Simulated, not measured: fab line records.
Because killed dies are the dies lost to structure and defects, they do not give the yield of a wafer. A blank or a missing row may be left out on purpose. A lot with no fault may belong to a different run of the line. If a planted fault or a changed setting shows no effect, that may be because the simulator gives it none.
fab line records    flow n5-finfet
record lots=6  wafers=18  last-day=18
route steps=1938 shown PMOS_HMC_CHANNEL_EPI@58 BEOL_M4@1111 PASSIVATION@1936
lots that met no fault: taken from a fault-free run of the same line
start-h: hours from the record's opening day to when the first of the lot's shown wafers began    wait-h: hours elapsed since this lot's preceding step    " unchanged from the row above    L1.1+2: a row that stands for several wafers    - no value, or no start given    * or withheld: withheld    < > ~ a bound
route shown NAME@n: NAME is a module with steps in the file, n the number in the route of the first one    usual: the fault-free wafers' mean and standard deviation    same: alike in all rows    chamber/n: place in a boat    sites: each site's reading    _std_site: standard deviation across them    _edge_site: inner sites' mean taken away from outer sites' mean    radius-mm: how far each site lies from the wafer's centre    mask NAME#n: copy n    behind: tool/chamber where the wafer was last shaped    hold: what put the lot on hold/how long, in hours/how the hold closed    device: which transistor (n, p or np) failed to switch    end of line: tests run on the same wafers once the route is complete    a step given without rows: its recipe and nothing more    killed: the dies lost at the first sort to structure and to defects; this is not the yield of the wafer    map: a wafer's dies, x killed, . not, _ none there
set.NAME: the setting that was run; set.NAME@STEP: the one run at that earlier step    model.NAME: the simulator's own value behind a step, which no gauge read
a table for each step, a row for each wafer; lots at some steps of the route
services: the hour from which a tool's chamber was out of use, counted from the record's first day as start-h (under 0 if before that day), plus the number of hours and why
## steps
# step N5_PMOS_HMC_CHANNEL_EPI_COAT_31
# recipe resist=BARC  temp-c=205  time-s=60  spin-rpm=1500  resist-thk-nm=66
# step N5_PMOS_HMC_CHANNEL_EPI_COAT_03
# recipe resist=CAR-ArF-block  spin-rpm=1500  resist-thk-nm=205
# step N5_PMOS_HMC_CHANNEL_EPI_EBR_05
# recipe solvent=PGMEA  ebr-width-mm=1.5
# step N5_PMOS_HMC_CHANNEL_EPI_SOFTBAKE_04
# recipe temp-c=110  time-s=60  resist=CAR-ArF-block
# step N5_PMOS_HMC_CHANNEL_EPI_EXPOSE_06
# recipe mask-id=PMOS_HMC_BLK  na=1.35  source-shape=conventional  sigma-outer=0.8  polarization=unpolarized  target-cd-nm=240  dose-mj=41
# step N5_PMOS_HMC_CHANNEL_EPI_PEB_07
# recipe peb-temp-c=110  peb-time-s=60  resist=CAR-ArF-block
# step N5_PMOS_HMC_CHANNEL_EPI_DEVELOP_08
# recipe develop-time-s=30  developer=TMAH  resist=CAR-ArF-block  dev-temp-c=23  rinse-liquid=diw  dry=air-spin
# step N5_PMOS_HMC_CHANNEL_EPI_CD_MEAS_09
# recipe target-cd-nm=237.4  landing-energy-ev=500  detector=se-inlens
# usual cd-nm=236.8/0.87
lot.wafer  tool       chamber  start-h  wait-h  cd-nm
L864.1     cd-sem-02  0        29.32    -       236.5
L864.4     "          0        "        "       236.2
L864.6     "          0        "        "       236.2
L870.2     cd-sem-02  0        65.47    -       236.9
L870.3     "          0        "        "       237.2
L870.4     "          0        "        "       237.7
L871.2     cd-sem-01  0        71.81    -       239.2
L871.3     "          0        "        "       238.1
L871.5     "          0        "        "       237.5
L873.1     cd-sem-01  0        82.97    -       238.4
L873.2     "          0        "        "       237.1
L873.6     "          0        "        "       238.0
L881.1     cd-sem-02  0        131.27   -       237.0
L881.5     "          0        "        "       237.1
L881.6     "          0        "        "       237.1
L882.1     cd-sem-02  0        137.23   -       235.5
L882.3     "          0        "        "       235.6
L882.6     "          0        "        "       235.9
# step N5_PMOS_HMC_CHANNEL_EPI_OVL_MEAS_10
# recipe points-per-wafer=44
# usual PMOS_HMC_BLK_OVL=0.1/0.71
lot.wafer  tool        chamber  start-h  wait-h  PMOS_HMC_BLK_OVL[nm]
L864.1     overlay-01  0        29.35    0.0     0.4
L864.4     "           0        "        "       0.5
L864.6     "           0        "        "       0.7
L870.2     overlay-02  0        65.50    0.0     -0.1
L870.3     "           0        "        "       -0.5
L870.4     "           0        "        "       0.0
L871.2     overlay-01  0        71.84    0.0     -0.4
L871.3     "           0        "        "       -1.5
L871.5     "           0        "        "       -0.1
L873.1     overlay-01  0        83.00    0.0     0.7
L873.2     "           0        "        "       0.0
L873.6     "           0        "        "       -0.1
L881.1     overlay-01  0        131.30   0.0     -0.5
L881.5     "           0        "        "       -1.2
L881.6     "           0        "        "       -0.4
L882.1     overlay-02  0        137.26   0.0     0.4
L882.3     "           0        "        "       0.1
L882.6     "           0        "        "       1.3
# step N5_PMOS_HMC_CHANNEL_EPI_INSPECT_11
# recipe mode=adi  inspect-instrument=macro
# usual raw-defect-count=2.0/1.4
lot.wafer  tool               chamber  start-h  wait-h  raw-defect-count
L864.1     defect-inspect-02  -        29.37    0.0     2
L864.4     "                  -        "        "       2
L864.6     "                  -        "        "       0
L870.2     defect-inspect-01  -        65.52    0.0     4
L870.3     "                  -        "        "       5
L870.4     "                  -        "        "       2
L871.2     defect-inspect-02  -        71.87    0.0     0
L871.3     "                  -        "        "       3
L871.5     "                  -        "        "       0
L873.1     defect-inspect-01  -        83.02    0.0     4
L873.2     "                  -        "        "       0
L873.6     "                  -        "        "       2
L881.1     defect-inspect-01  -        131.32   0.0     1
L881.5     "                  -        "        "       3
L881.6     "                  -        "        "       2
L882.1     defect-inspect-02  -        137.28   0.0     4
L882.3     "                  -        "        "       2
L882.6     "                  -        "        "       1
# step N5_PMOS_HMC_CHANNEL_EPI_DESCUM_14
# recipe chemistry=O2  time-s=7.9  source-power-w=50  bias-power-w=20  pressure-mtorr=20  rf-frequency-hz=2.712e+07  temp-c=40  resist=CAR-ArF-block  o2-flow-sccm=225
# usual drypump-motor-current-A=5.8/0.5  oes-product-au=0.83/0.074  rf-vpp-V=243.3/1.2  showerhead-plenum-p-Torr=2.11/0.064  throttle-valve-pct=20.28/0.19
lot.wafer  tool         chamber  start-h  wait-h  drypump-motor-current-A  oes-product-au  rf-hours-counter-h  rf-vpp-V  showerhead-plenum-p-Torr  throttle-valve-pct
L864.1     rie-diel-06  0        29.41    0.0     6.2                      0.73            186                 242.4     2.08                      20.19
L864.4     "            2        "        "       6.6                      0.73            201                 243.3     2.08                      20.62
L864.6     "            2        "        "       6.6                      0.72            -                   242.8     2.08                      20.61
L870.2     rie-diel-05  0        65.56    0.0     5.0                      0.78            129                 243.6     2.19                      20.18
L870.3     "            1        "        "       6.0                      0.79            119                 242.7     2.11                      20.10
L870.4     "            3        "        "       5.8                      0.79            -                   245.7     2.21                      20.11
L871.2     rie-diel-02  0        71.90    0.0     5.8                      0.84            72                  243.4     2.13                      20.05
L871.3     "            1        "        "       6.4                      0.99            0                   244.7     2.25                      20.33
L871.5     "            0        "        "       5.7                      0.83            -                   243.1     2.13                      20.04
L873.1     rie-diel-05  1        83.06    0.0     6.0                      0.78            125                 244.0     2.10                      20.11
L873.2     "            0        "        "       5.1                      0.79            135                 245.4     2.19                      20.18
L873.6     "            0        "        "       5.0                      0.79            -                   243.4     2.19                      20.19
L881.1     rie-diel-05  2        131.35   0.0     5.3                      0.96            15                  242.9     2.05                      20.19
L881.5     "            2        "        "       5.3                      0.96            -                   242.4     2.05                      20.20
L881.6     "            1        "        "       6.0                      0.76            -                   244.3     2.10                      20.16
L882.1     rie-diel-05  3        137.32   0.0     5.8                      0.76            131                 247.4     2.20                      20.14
L882.3     "            1        "        "       6.0                      0.77            141                 244.9     2.10                      20.15
L882.6     "            3        "        "       5.8                      0.77            -                   244.4     2.20                      20.15
# step N5_PMOS_HMC_CHANNEL_EPI_ETCH_32
# recipe chemistry=N2/H2  target=BARC  stop-on=SiO2  target-depth-a=858  over-etch-frac=0.3  time-s=50.3  ion-energy-ev=200  mask-material=CAR-ArF-block  pressure-mtorr=30  source-w=840  bias-w=150  n2-flow-sccm=200  h2-flow-sccm=200
# usual drypump-motor-current-A=5.8/0.49  oes-product-au=0.70/0.059  rf-vpp-V=524.3/2.2  showerhead-plenum-p-Torr=2.56/0.075  throttle-valve-pct=17.69/0.2
# same over-etch-frac=0.3
lot.wafer  tool         chamber  start-h  wait-h  drypump-motor-current-A  oes-product-au  rf-hours-counter-h  rf-vpp-V  showerhead-plenum-p-Torr  throttle-valve-pct
L864.1     rie-diel-06  0        29.44    0.0     6.2                      0.62            186                 523.2     2.54                      17.80
L864.4     "            2        "        "       6.6                      0.62            201                 523.3     2.52                      18.00
L864.6     "            2        "        "       6.6                      0.62            -                   523.2     2.52                      18.02
L870.2     rie-diel-05  0        65.59    0.0     5.0                      0.68            129                 527.5     2.67                      17.63
L870.3     "            1        "        "       6.0                      0.67            119                 524.6     2.54                      17.41
L870.4     "            3        "        "       5.8                      0.68            -                   526.7     2.67                      17.50
L871.2     rie-diel-02  0        71.94    0.0     5.7                      0.72            72                  524.4     2.57                      17.37
L871.3     "            1        "        "       6.4                      0.84            0                   527.6     2.72                      17.75
L871.5     "            0        "        "       5.8                      0.72            -                   525.2     2.57                      17.37
L873.1     rie-diel-05  1        83.09    0.0     6.0                      0.66            125                 525.1     2.54                      17.42
L873.2     "            0        "        "       5.0                      0.67            135                 526.7     2.67                      17.65
L873.6     "            0        "        "       5.0                      0.67            -                   527.5     2.66                      17.63
L881.1     rie-diel-05  2        131.39   0.0     5.3                      0.81            15                  523.2     2.50                      17.67
L881.5     "            2        "        "       5.3                      0.80            -                   522.3     2.50                      17.66
L881.6     "            1        "        "       6.0                      0.66            -                   525.6     2.54                      17.47
L882.1     rie-diel-05  3        137.35   0.0     5.8                      0.66            131                 528.6     2.66                      17.54
L882.3     "            1        "        "       6.0                      0.65            141                 523.2     2.53                      17.46
L882.6     "            3        "        "       5.8                      0.66            -                   526.4     2.66                      17.54
# step N5_PMOS_HMC_CHANNEL_EPI_HM_OPEN_15
# recipe chemistry=CHF3/O2  target=SiO2  mask-material=CAR-ArF-block  target-depth-a=406  CHF3_flow_sccm=50  O2_flow_sccm=5  Ar_flow_sccm=200  time-s=20.3  pressure-mtorr=30  source-w=650  bias-w=170  ion-energy-ev=200
# usual CHF3_flow_sccm=50.00/0.13  O2_flow_sccm=5.002/0.014  drypump-motor-current-A=5.8/0.49  oes-product-au=0.83/0.071  rf-vpp-V=526/5.5  showerhead-plenum-p-Torr=2.42/0.068  throttle-valve-pct=18.73/0.18
lot.wafer  tool         chamber  start-h  wait-h  CHF3_flow_sccm  O2_flow_sccm  drypump-motor-current-A  oes-product-au  rf-hours-counter-h  rf-vpp-V  showerhead-plenum-p-Torr  throttle-valve-pct  model.CAR-ArF-block_of_PMOS_HMC_CHANNEL_EPI_COAT_03.thk-nm
L864.1     rie-diel-06  0        29.48    0.0     50.08           4.978         6.2                      0.73            186                 518       2.40                      18.69               90.91
L864.4     "            2        "        "       50.12           4.993         6.6                      0.73            201                 520       2.38                      19.04               91.01
L864.6     "            2        "        "       50.15           5.015         6.6                      0.73            -                   521       2.38                      19.03               90.58
L870.2     rie-diel-05  0        65.63    0.0     -               -             -                        -               -                   -         -                         -                   134
L870.3     "            1        "        "       -               -             -                        -               -                   -         -                         -                   133.3
L870.4     "            3        "        "       -               -             -                        -               -                   -         -                         -                   134.3
L871.2     rie-diel-02  0        71.98    0.0     -               -             -                        -               -                   -         -                         -                   132.2
L871.3     "            1        "        "       -               -             -                        -               -                   -         -                         -                   131
L871.5     "            0        "        "       -               -             -                        -               -                   -         -                         -                   132.2
L873.1     rie-diel-05  1        83.13    0.0     49.70           4.997         6.0                      0.78            125                 517       2.41                      18.57               91.82
L873.2     "            0        "        "       50.06           4.992         5.0                      0.79            135                 528       2.51                      18.70               92.2
L873.6     "            0        "        "       49.80           4.997         5.0                      0.79            -                   530       2.51                      18.70               92.69
L881.1     rie-diel-05  2        131.43   0.0     49.97           4.978         5.3                      0.95            16                  526       2.37                      18.67               90.89
L881.5     "            2        "        "       49.79           4.992         5.3                      0.94            -                   527       2.37                      18.69               91.18
L881.6     "            1        "        "       49.96           5.008         6.0                      0.76            -                   518       2.41                      18.58               90.93
L882.1     rie-diel-05  3        137.39   0.0     50.18           4.999         5.8                      0.77            131                 527       2.51                      18.52               92.31
L882.3     "            1        "        "       50.02           5.000         5.9                      0.76            141                 517       2.41                      18.59               91.63
L882.6     "            3        "        "       50.18           4.984         5.8                      0.77            -                   527       2.51                      18.52               92.4
# step N5_PMOS_HMC_CHANNEL_EPI_STRIP_33
# recipe chemistry=N2/H2  power-w=500  temp-c=40  pressure-mtorr=50  rf-frequency-hz=6e+07  overash-fraction=0.3  bias-power-w=8  h2-frac=0.5  n2-flow-sccm=300  h2-flow-sccm=300
# usual drypump-motor-current-A=5.8/0.5  oes-product-au=0.83/0.074  power-w=500.2/1.4  rf-vpp-V=54.3/1.7  showerhead-plenum-p-Torr=3.38/0.095  throttle-valve-pct=18.68/0.29
lot.wafer  tool         chamber  start-h  wait-h  drypump-motor-current-A  oes-product-au  power-w  rf-hours-counter-h  rf-vpp-V  showerhead-plenum-p-Torr  throttle-valve-pct
L864.1     rie-diel-06  0        29.54    0.0     6.2                      0.74            500.0    186                 52.3      3.36                      19.01
L864.4     "            2        "        "       6.6                      0.73            501.0    201                 53.1      3.32                      18.97
L864.6     "            2        "        "       6.6                      0.72            499.1    -                   53.7      3.32                      18.98
L870.2     rie-diel-05  0        65.69    0.0     5.0                      0.76            498.9    129                 51.5      3.52                      18.42
L870.3     "            1        "        "       6.0                      0.78            498.5    119                 53.5      3.36                      18.19
L870.4     "            3        "        "       5.8                      0.78            501.7    -                   54.4      3.52                      18.44
L871.2     rie-diel-02  0        72.03    0.0     5.8                      0.82            498.3    72                  54.7      3.40                      18.25
L871.3     "            1        "        "       6.4                      0.99            500.0    0                   53.6      3.58                      19.02
L871.5     "            0        "        "       5.8                      0.84            497.8    -                   52.7      3.40                      18.25
L873.1     rie-diel-05  1        83.19    0.0     6.0                      0.78            499.0    125                 53.6      3.36                      18.23
L873.2     "            0        "        "       5.0                      0.79            498.4    135                 54.1      3.51                      18.48
L873.6     "            0        "        "       5.1                      0.78            500.5    -                   55.2      3.51                      18.46
L881.1     rie-diel-05  2        131.49   0.0     5.3                      0.96            500.0    16                  52.7      3.30                      18.76
L881.5     "            2        "        "       5.3                      0.96            500.2    -                   54.9      3.30                      18.71
L881.6     "            1        "        "       6.0                      0.77            499.3    -                   57.3      3.35                      18.24
L882.1     rie-diel-05  3        137.45   0.0     5.8                      0.77            499.9    131                 54.6      3.51                      18.49
L882.3     "            1        "        "       6.0                      0.77            499.9    141                 56.7      3.35                      18.22
L882.6     "            3        "        "       5.8                      0.77            496.9    -                   54.9      3.51                      18.49
# step N5_BEOL_M4_RC_MEAS_101
# usual DIBL_N=36.6/1.1  DIBL_P=36.8/1.6  IOFF_N=0.169/0.024  IOFF_P=0.206/0.028  ION_N=679/9.2  ION_P=462/7  SS_N=71.6/0.57  SS_P=73.3/0.57  VT_N=248.8/2.4  VT_P=-251/3
lot.wafer  tool       chamber  start-h  wait-h  DIBL_N[mV/V]  DIBL_P[mV/V]  IOFF_N[nA/um]  IOFF_P[nA/um]  ION_N[uA/um]  ION_P[uA/um]  SS_N[mV/dec]  SS_P[mV/dec]  VT_N[mV]  VT_P[mV]
L864.1     prober-02  0        196.11   0.0     35.2          34.0          0.161          0.197          681           466           71.3          72.9          248.0     -251
L864.4     "          0        "        "       34.8          33.5          0.148          0.184          674           459           71.0          72.1          247.5     -250
L864.6     "          0        "        "       35.4          33.1          0.151          0.173          672           454           71.3          71.9          248.5     -251
L873.1     prober-01  0        263.88   0.0     38.9          39.0          0.198          0.260          687           469           72.1          74.1          248.2     -246
L873.2     "          0        "        "       38.3          37.4          0.181          0.237          680           475           72.1          73.3          244.4     -250
L873.6     "          0        "        "       38.6          37.7          0.183          0.241          692           473           71.5          73.9          244.8     -248
L881.1     prober-02  0        306.75   0.0     34.3          33.2          0.129          0.190          671           460           71.2          72.1          251.4     -249
L881.5     "          0        "        "       34.7          34.1          0.139          0.202          683           462           71.3          72.2          248.3     -247
L881.6     "          0        "        "       37.2          37.5          0.203          0.264          701           476           71.9          73.1          245.0     -245
L882.1     prober-02  0        316.46   0.0     36.1          37.7          0.166          0.222          677           468           72.3          73.6          247.9     -248
L882.3     "          0        "        "       37.3          39.7          0.203          0.260          688           474           72.5          73.6          246.2     -248
L882.6     "          0        "        "       35.8          37.5          0.171          0.219          680           468           71.8          73.1          249.5     -252
# step N5_PASSIVATION_PROBE_49
# usual killed_at_M0_to_M3=36/11  killed_at_M4_up=14/5.6  killed-at-contacts=11/5.6  killed-at-front-end=40/12  killed-at-other=4/3.2  killed-dies=105/17  killed-on-rim=14/3.4  killed-open=69/12  killed-short=34/8.4
# same gross-dies=1180  killed-at-back-side=0
lot.wafer  tool       chamber  start-h  wait-h  killed_at_M0_to_M3  killed_at_M4_up  killed-at-contacts  killed-at-front-end  killed-at-other  killed-dies  killed-on-rim  killed-open  killed-short
L871.2     prober-02  -        357.46   0.1     39                  8                9                   1123                 1                1180         152            63           38
L871.3     prober-02  -        357.51   0.1     59                  9                7                   1104                 1                1180         152            81           44
L871.5     prober-02  -        357.61   0.2     40                  11               13                  1110                 6                1180         152            84           24
L870.2     prober-02  -        363.12   0.1     41                  13               5                   1107                 14               1180         152            76           34
L870.3     prober-02  -        363.17   0.1     33                  13               7                   1119                 8                1180         152            76           47
L870.4     prober-02  -        363.22   0.2     40                  19               6                   1108                 7                1180         152            84           27
L873.1     prober-01  -        383.39   0.0     33                  7                3                   65                   4                112          13             77           33
L873.2     prober-01  -        383.44   0.1     40                  10               7                   31                   7                95           13             66           28
L873.6     prober-01  -        383.64   0.3     26                  15               5                   31                   6                83           10             52           31
L881.1     prober-02  -        413.11   0.0     53                  7                20                  36                   9                125          16             77           48
L881.5     prober-02  -        413.31   0.2     27                  14               10                  46                   0                97           18             65           28
L881.6     prober-02  -        413.36   0.3     39                  14               12                  37                   1                103          12             68           35
# killed by level:class
L871.2 PMOS_HMC_CHANNEL_EPI:area-open=1077 FIN_SAQP:geometric-particle:open=17 BEOL_M0_SAQP:geometric-particle:open=12 FIN_SAQP:geometric-particle:short=8 BEOL_M0_SAQP:geometric-particle:short=8 BEOL_M1:geometric-particle:open=6 DUMMY_GATE:geometric-particle:open=6 MOL_CONTACT_COAG:geometric-particle:open=5
L871.3 PMOS_HMC_CHANNEL_EPI:area-open=1054 BEOL_M0_SAQP:geometric-particle:short=19 FIN_SAQP:geometric-particle:open=18 BEOL_M3:geometric-particle:open=16 BEOL_M0_SAQP:geometric-particle:open=14 GATE_CUT:geometric-particle:short=6 MOL_CONTACT_COAG:geometric-particle:open=6 STI_FIN_REVEAL:geometric-particle:open=5
L871.5 PMOS_HMC_CHANNEL_EPI:area-open=1071 FIN_SAQP:geometric-particle:open=16 BEOL_M0_SAQP:geometric-particle:open=15 BEOL_M0_SAQP:geometric-particle:short=12 STI_FIN_REVEAL:geometric-particle:open=10 MOL_CONTACT_COAG:geometric-particle:open=10 BEOL_M4:geometric-particle:open=7 BEOL_M1:geometric-particle:open=5
L870.2 PMOS_HMC_CHANNEL_EPI:area-open=1069 BEOL_M1:geometric-particle:open=13 FIN_SAQP:geometric-particle:open=12 BEOL_M0_SAQP:geometric-particle:short=10 BEOL_M0_SAQP:geometric-particle:open=8 STI_FIN_REVEAL:geometric-particle:open=7 MIM_TOP_ETCH:geometric-particle:short=7 MOL_CONTACT_COAG:geometric-particle:open=5
L870.3 PMOS_HMC_CHANNEL_EPI:area-open=1057 FIN_SAQP:geometric-particle:open=19 STI_FIN_REVEAL:geometric-particle:open=12 BEOL_M0_SAQP:geometric-particle:open=10 FIN_SAQP:geometric-particle:short=8 BEOL_M0_SAQP:geometric-particle:short=8 MOL_CONTACT_COAG:geometric-particle:open=7 GATE_CUT:geometric-particle:short=6
L870.4 PMOS_HMC_CHANNEL_EPI:area-open=1069 FIN_SAQP:geometric-particle:open=15 BEOL_M1:geometric-particle:open=11 BEOL_M4:geometric-particle:open=10 STI_FIN_REVEAL:geometric-particle:open=9 BEOL_M0_SAQP:geometric-particle:open=8 BEOL_M2:geometric-particle:open=6 MOL_CONTACT_COAG:geometric-particle:open=5
L873.1 STI_FIN_REVEAL:geometric-particle:open=21 FIN_SAQP:geometric-particle:open=15 FIN_SAQP:geometric-particle:short=9 BEOL_M0:geometric-particle:open=7 BEOL_M3:geometric-particle:open=7 BEOL_M2:geometric-particle:short=5 STARTING-WAFER:geometric-particle:short=5 BEOL_M0_SAQP:geometric-particle:short=4
L873.2 BEOL_M1:geometric-particle:open=10 BEOL_M2:geometric-particle:open=9 FIN_SAQP:geometric-particle:short=8 MOL_CONTACT_COAG:geometric-particle:open=7 BEOL_M0:geometric-particle:open=7 STI_FIN_REVEAL:geometric-particle:open=6 FIN_SAQP:geometric-particle:open=5 BEOL_M0_SAQP:geometric-particle:open=3
L873.6 FIN_SAQP:geometric-particle:short=7 BEOL_M5:geometric-particle:open=6 FIN_SAQP:geometric-particle:open=5 STI_FIN_REVEAL:geometric-particle:open=5 BEOL_M1:geometric-particle:open=5 BEOL_M0_SAQP:geometric-particle:open=4 BEOL_M3:geometric-particle:open=4 BEOL_M1:geometric-particle:short=3
L881.1 MOL_CONTACT_COAG:geometric-particle:open=13 BEOL_M0_SAQP:geometric-particle:short=12 BEOL_M2:geometric-particle:open=10 FIN_SAQP:geometric-particle:open=9 BEOL_M1:geometric-particle:open=8 DUMMY_GATE:geometric-particle:open=7 MOL_CONTACT_COAG:geometric-particle:short=7 BEOL_M3:geometric-particle:short=6
L881.5 FIN_SAQP:geometric-particle:open=13 MOL_CONTACT_COAG:geometric-particle:open=10 FIN_SAQP:geometric-particle:short=7 BEOL_M0_SAQP:geometric-particle:open=7 BEOL_M1:geometric-particle:open=6 BEOL_M2:geometric-particle:open=6 BEOL_M0_SAQP:geometric-particle:short=5 DUMMY_GATE:geometric-particle:open=4
L881.6 BEOL_M1:geometric-particle:open=15 FIN_SAQP:geometric-particle:open=10 MOL_CONTACT_COAG:geometric-particle:open=7 BEOL_M2:geometric-particle:open=7 DUMMY_GATE:geometric-particle:open=6 STI_FIN_REVEAL:geometric-particle:open=5 MOL_CONTACT_COAG:geometric-particle:short=5 BEOL_M5:geometric-particle:open=5
# map L870.2 (x killed, . not)
_________________xxxxxxxxxxxx________________
______________xxxxxxxxxxxxxxxxxx_____________
___________xxxxxxxxxxxxxxxxxxxxxxxx__________
__________xxxxxxxxxxxxxxxxxxxxxxxxxx_________
________xxxxxxxxxxxxxxxxxxxxxxxxxxxxxx_______
_______xxxxxxxxxxxxxxxxxxxxxxxxxxxxxxxx______
______xxxxxxxxxxxxxxxxxxxxxxxxxxxxxxxxxx_____
_____xxxxxxxxxxxxxxxxxxxxxxxxxxxxxxxxxxxx____
____xxxxxxxxxxxxxxxxxxxxxxxxxxxxxxxxxxxxxx___
___xxxxxxxxxxxxxxxxxxxxxxxxxxxxxxxxxxxxxxxx__
___xxxxxxxxxxxxxxxxxxxxxxxxxxxxxxxxxxxxxxxx__
__xxxxxxxxxxxxxxxxxxxxxxxxxxxxxxxxxxxxxxxxxx_
__xxxxxxxxxxxxxxxxxxxxxxxxxxxxxxxxxxxxxxxxxx_
_xxxxxxxxxxxxxxxxxxxxxxxxxxxxxxxxxxxxxxxxxxxx
_xxxxxxxxxxxxxxxxxxxxxxxxxxxxxxxxxxxxxxxxxxxx
_xxxxxxxxxxxxxxxxxxxxxxxxxxxxxxxxxxxxxxxxxxxx
_xxxxxxxxxxxxxxxxxxxxxxxxxxxxxxxxxxxxxxxxxxxx
_xxxxxxxxxxxxxxxxxxxxxxxxxxxxxxxxxxxxxxxxxxxx
_xxxxxxxxxxxxxxxxxxxxxxxxxxxxxxxxxxxxxxxxxxxx
_xxxxxxxxxxxxxxxxxxxxxxxxxxxxxxxxxxxxxxxxxxxx
_xxxxxxxxxxxxxxxxxxxxxxxxxxxxxxxxxxxxxxxxxxxx
__xxxxxxxxxxxxxxxxxxxxxxxxxxxxxxxxxxxxxxxxxx_
__xxxxxxxxxxxxxxxxxxxxxxxxxxxxxxxxxxxxxxxxxx_
___xxxxxxxxxxxxxxxxxxxxxxxxxxxxxxxxxxxxxxxx__
___xxxxxxxxxxxxxxxxxxxxxxxxxxxxxxxxxxxxxxxx__
____xxxxxxxxxxxxxxxxxxxxxxxxxxxxxxxxxxxxxx___
_____xxxxxxxxxxxxxxxxxxxxxxxxxxxxxxxxxxxx____
______xxxxxxxxxxxxxxxxxxxxxxxxxxxxxxxxxx_____
_______xxxxxxxxxxxxxxxxxxxxxxxxxxxxxxxx______
________xxxxxxxxxxxxxxxxxxxxxxxxxxxxxx_______
__________xxxxxxxxxxxxxxxxxxxxxxxxxx_________
___________xxxxxxxxxxxxxxxxxxxxxxxx__________
______________xxxxxxxxxxxxxxxxxx_____________
_________________xxxxxxxxxxxx________________
# map L871.2 (x killed, . not)
_________________xxxxxxxxxxxx________________
______________xxxxxxxxxxxxxxxxxx_____________
___________xxxxxxxxxxxxxxxxxxxxxxxx__________
__________xxxxxxxxxxxxxxxxxxxxxxxxxx_________
________xxxxxxxxxxxxxxxxxxxxxxxxxxxxxx_______
_______xxxxxxxxxxxxxxxxxxxxxxxxxxxxxxxx______
______xxxxxxxxxxxxxxxxxxxxxxxxxxxxxxxxxx_____
_____xxxxxxxxxxxxxxxxxxxxxxxxxxxxxxxxxxxx____
____xxxxxxxxxxxxxxxxxxxxxxxxxxxxxxxxxxxxxx___
___xxxxxxxxxxxxxxxxxxxxxxxxxxxxxxxxxxxxxxxx__
___xxxxxxxxxxxxxxxxxxxxxxxxxxxxxxxxxxxxxxxx__
__xxxxxxxxxxxxxxxxxxxxxxxxxxxxxxxxxxxxxxxxxx_
__xxxxxxxxxxxxxxxxxxxxxxxxxxxxxxxxxxxxxxxxxx_
_xxxxxxxxxxxxxxxxxxxxxxxxxxxxxxxxxxxxxxxxxxxx
_xxxxxxxxxxxxxxxxxxxxxxxxxxxxxxxxxxxxxxxxxxxx
_xxxxxxxxxxxxxxxxxxxxxxxxxxxxxxxxxxxxxxxxxxxx
_xxxxxxxxxxxxxxxxxxxxxxxxxxxxxxxxxxxxxxxxxxxx
_xxxxxxxxxxxxxxxxxxxxxxxxxxxxxxxxxxxxxxxxxxxx
_xxxxxxxxxxxxxxxxxxxxxxxxxxxxxxxxxxxxxxxxxxxx
_xxxxxxxxxxxxxxxxxxxxxxxxxxxxxxxxxxxxxxxxxxxx
_xxxxxxxxxxxxxxxxxxxxxxxxxxxxxxxxxxxxxxxxxxxx
__xxxxxxxxxxxxxxxxxxxxxxxxxxxxxxxxxxxxxxxxxx_
__xxxxxxxxxxxxxxxxxxxxxxxxxxxxxxxxxxxxxxxxxx_
___xxxxxxxxxxxxxxxxxxxxxxxxxxxxxxxxxxxxxxxx__
___xxxxxxxxxxxxxxxxxxxxxxxxxxxxxxxxxxxxxxxx__
____xxxxxxxxxxxxxxxxxxxxxxxxxxxxxxxxxxxxxx___
_____xxxxxxxxxxxxxxxxxxxxxxxxxxxxxxxxxxxx____
______xxxxxxxxxxxxxxxxxxxxxxxxxxxxxxxxxx_____
_______xxxxxxxxxxxxxxxxxxxxxxxxxxxxxxxx______
________xxxxxxxxxxxxxxxxxxxxxxxxxxxxxx_______
__________xxxxxxxxxxxxxxxxxxxxxxxxxx_________
___________xxxxxxxxxxxxxxxxxxxxxxxx__________
______________xxxxxxxxxxxxxxxxxx_____________
_________________xxxxxxxxxxxx________________
## services
tool         chamber  start-h  hours  kind
rie-diel-02  1        27.13    -      clean
rie-diel-02  1        27.13    -      consumable-replace:esc
rie-diel-02  1        27.13    -      consumable-replace:focus-ring
rie-diel-02  1        27.13    -      consumable-replace:showerhead
rie-diel-02  1        27.13    40.2   scheduled-down
rie-diel-02  1        27.13    40.2   vent-cycle
rie-diel-06  -        42.87    0.3    repair
rie-diel-05  0        46.17    9.6    repair
rie-diel-02  3        47.28    15.7   repair
rie-diel-05  2        55.74    -      clean
rie-diel-05  2        55.74    -      consumable-replace:focus-ring
rie-diel-05  2        55.74    18.1   scheduled-down
rie-diel-05  2        55.74    18.1   vent-cycle
rie-diel-02  0        96.26    6.7    repair
rie-diel-02  -        97.17    0.2    repair
rie-diel-02  -        112.60   2.8    pm
rie-diel-06  2        128.81   12.8   repair
## key
first-sign step=N5_PMOS_HMC_CHANNEL_EPI_HM_OPEN_15  reading=tool-record  direction=missing
effect step=N5_PASSIVATION_PROBE_49  reading=killed-at-front-end  direction=up  sigmas=89  usual=40  struck=1112
model-effect step=N5_PMOS_HMC_CHANNEL_EPI_HM_OPEN_15  value=CAR-ArF-block_of_PMOS_HMC_CHANNEL_EPI_COAT_03.thk-nm  without=91.96  struck=132.8
more-kills-born-at N5_PMOS_HMC_CHANNEL_EPI_HM_OPEN_15@rie-diel-02=3202  N5_PMOS_HMC_CHANNEL_EPI_HM_OPEN_15@rie-diel-05=3195
met-at N5_PMOS_HMC_CHANNEL_EPI_HM_OPEN_15
struck-wafers L870.2,L870.3,L870.4,L871.2,L871.3,L871.5
later-rows-left-out L870.2,L870.3,L870.4,L871.2,L871.3,L871.5
tester-left-out L870,L871
fault kind=skipped-step-whole  tool=rie-diel-02,rie-diel-05  chamber=-  onset-h=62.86  steps=N5_PMOS_HMC_CHANNEL_EPI_HM_OPEN_15  scope=struck-lots-only
# tester-left-out: of these lots the tester's yield and bins aren't shown, on N5 and GAA mostly nor the transistor test; their killed dies are dies lost to structure and defects alone, not to doping, threshold or leakage, so they don't give the yield
# later-rows-left-out: the simulator's readings of these wafers behind a module that went badly wrong aren't trusted and aren't shown, but for the sort
